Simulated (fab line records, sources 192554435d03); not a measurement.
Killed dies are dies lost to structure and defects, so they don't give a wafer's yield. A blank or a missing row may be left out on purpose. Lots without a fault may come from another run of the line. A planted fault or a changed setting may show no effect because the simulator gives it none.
Problem report in the 8D (eight disciplines) form, filled by code | flow n5_finfet | the parts of the form that need people (team, actions taken, sign-off) are left out

1. THE PROBLEM
bias_w at N5_BEOL_M0_SAQP_ETCH_107 reads a mean of 58.91 W on 6 wafers of 2 lots; wafers without a fault read 72.99 W with a standard deviation of 0.22. That is -64 standard deviations from the usual mean.
The step: etches SiNx in CH3F/O2, target depth 30 nm.
First seen on wafer L857.2, day 8 22:16, on rie_diel-05. The record holds 27 wafers of 9 lots with a number at this step. Rule for "out", or "out of limits": more than 4 standard deviations from the usual mean. The other wafers with a number count as sound.

2. WHAT IT IS AND WHAT IT IS NOT
question                    | is                     | is not
which readings at this step | bias_w, rf_vpp_V       | drypump_motor_current_A, oes_product_au, showerhead_plenum_p_Torr
which lots                  | L857, L859             | L848, L849, L851, L860, L862, L863, L867
which wafers of those lots  | all that have a number | -
read on which tools         | rie_diel-05            | rie_diel-03, rie_diel-06
when                        | from day 8 22:16       | up to then (9 sound wafers); but 12 sound wafers of L860, L862, L863, L867 came after

3. SUSPECTS, AND WHAT RULES EACH OUT
Counting: a tool at a process step up to the reading stays a suspect if it ran every lot that is out and no sound lot after the first of them.
- rie_diel-06 at N5_BEOL_M0_SAQP_HM_OPEN_112 (chemistry CHF3/O2, target SiO2, stops on a-Si, target depth 12 nm, time 13.5 s): ruled out as a lasting fault. Sound lots L867 ran on it after its first lot that is out, L857 (day 8 20:07).
- rie_diel-05 at N5_BEOL_M0_SAQP_ETCH_107 (etches SiNx in CH3F/O2, target depth 30 nm): kept. It ran every lot that is out, first L857 (day 8 22:16), and no sound lot after that; its last sound lot up to then is L851 (day 7 08:06). Its own readings are out on those wafers: bias_w, rf_vpp_V.
Left after counting: rie_diel-05 at N5_BEOL_M0_SAQP_ETCH_107.

4. THE CAUSE (what the simulator had put in)
Process parameter drift: rie_diel-05, from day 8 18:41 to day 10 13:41, at N5_BEOL_M0_SAQP_ETCH_107. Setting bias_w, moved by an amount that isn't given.
Counting left only this tool.

5. THE CHAIN OF EFFECTS, in route order
Each row: a reading whose mean over the struck wafers that have a number lies more than 3 standard deviations from the usual. Only readings for which the record gives a usual standard deviation are gone through. hours: the time from each lot's start at the first step in this table that gives one to its start at this step, as a median over the lots. sigmas: the change in usual standard deviations.
hours | step                     | reading  | usual   | on struck wafers | change | sigmas
0     | N5_BEOL_M0_SAQP_ETCH_107 | bias_w   | 72.99 W | 58.91            | -14.07 | -64
0     | N5_BEOL_M0_SAQP_ETCH_107 | rf_vpp_V | 300 V   | 250              | -50    | -11
The process steps in it:
- N5_BEOL_M0_SAQP_ETCH_107: etches SiNx in CH3F/O2, target depth 30 nm.
Later measuring or inspecting steps at which every struck wafer that the step has a row for has a number for every such reading, and none has moved that far: N5_BEOL_M4_RC_MEAS_101.

6. WHAT WOULD HAVE CAUGHT IT SOONER
In this record the first reading out of limits was taken at day 8 22:16, 4 hours after the fault began at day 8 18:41.
